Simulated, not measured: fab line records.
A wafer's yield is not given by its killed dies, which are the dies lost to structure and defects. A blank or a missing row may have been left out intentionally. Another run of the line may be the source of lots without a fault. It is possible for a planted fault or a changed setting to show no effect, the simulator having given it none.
One fault seen from 2 desks	flow nandHarc	every desk sees just its own numbers, and what lay behind them comes last

METROLOGY DESK
What the gauges read for every lot (on any tool): the sampled wafers with a number, averaged. A lot is out of limits, marked OUT, if its mean lies more than 4 standard deviations from the usual mean; the brackets give that distance.
Columns: A = thkNm at NHARC_A_SGD_CUT_THK_MEAS_22, usual 148.1 nm
lot	first seen here	A
L942	day 20 07:04	148.6
L943	day 20 19:27	147.2
L945	day 21 10:23	149.6
L946	day 21 10:24	147.0
L948	day 22 23:54	148.1
L954	day 25 04:45	148.8
L955	day 25 04:54	148.4
L957	day 26 10:35	150.3
L959	day 26 22:55	149.2
L958	day 26 22:55	148.7
L961	day 28 05:56	148.4
L963	day 28 17:49	148.3
This desk's finding: nothing out of limits on any of the 12 lots.

AT THE TOOL OWNER'S DESK: rtpAnneal-01
At NHARC_A_WL_FILL_RTA_01 (time 5 s), the tool's own readings, given per lot that ran on this tool as the mean of the sampled wafers with a number. A lot is out of limits, marked OUT, if its mean lies more than 4 standard deviations from the usual mean; the brackets give that distance. Shown are 7 of the 9 readings it has, namely the first that went out of limits plus those furthest out on some lot.
Columns: A = lampPowerPct at NHARC_A_WL_FILL_RTA_01, usual 31.8 %; B = lamp_zone_1_pct at NHARC_A_WL_FILL_RTA_01, usual 31.8 %; C = lamp_zone_2_pct at NHARC_A_WL_FILL_RTA_01, usual 31.8 %; D = lamp_zone_3_pct at NHARC_A_WL_FILL_RTA_01, usual 31.8 %; E = lamp_zone_4_pct at NHARC_A_WL_FILL_RTA_01, usual 31.8 %; F = lamp_zone_6_pct at NHARC_A_WL_FILL_RTA_01, usual 31.7 %; G = wafer_temp_C_max at NHARC_A_WL_FILL_RTA_01, usual 1003.8
lot	first seen here	A	B	C	D	E	F	G
L942	day 21 03:21	32.1	32.2	32.2	32.2	32.2	32.1	1003.6
L946	day 22 06:01	28.6 (-5.9) OUT	28.6 (-6.0) OUT	28.6 (-5.9) OUT	28.6 (-6.0) OUT	28.6 (-5.9) OUT	28.5 (-5.9) OUT	961.9 (-57) OUT
L945	day 22 07:45	28.6 (-5.9) OUT	28.6 (-5.9) OUT	28.6 (-5.9) OUT	28.6 (-5.9) OUT	28.6 (-5.9) OUT	28.5 (-6.0) OUT	962.8 (-56) OUT
L954	day 25 23:34	32.2	32.2	32.2	32.2	32.2	32.1	1003.6
L959	day 27 21:11	32.2	32.2	32.2	32.1	32.2	32.1	1003.9
L958	day 27 21:22	32.2	32.2	32.2	32.2	32.2	32.1	1004.2
L961	day 29 02:26	32.2	32.2	32.2	32.2	32.2	32.1	1004.4
L963	day 29 17:38	32.2	32.2	32.2	32.2	32.1	32.1	1003.9
This desk finds L945, L946 out of limits, L946 being first, at day 22 06:01 (lampPowerPct at NHARC_A_WL_FILL_RTA_01). L942, L954, L959, L958, L961, L963: within limits.

ALL TOGETHER
The tool owner's desk had the chance to raise an alarm at day 22 06:01 on L945, L946.
At the metrology desk, nothing out of limits was observed.
The metrology desk has L945, L946 on record, within its limits.
Of the lots named, all ran NHARC_A_WL_FILL_RTA_01 on rtpAnneal-01.

WHAT THE SIMULATOR HAD INSERTED
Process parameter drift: rtpAnneal-01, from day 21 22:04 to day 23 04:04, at NHARC_A_WL_FILL_RTA_01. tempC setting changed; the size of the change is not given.
Shown lots that were struck: L945, L946.
Delay in hours, fault start to first out-of-limits reading, by desk: the tool owner's desk at 8.
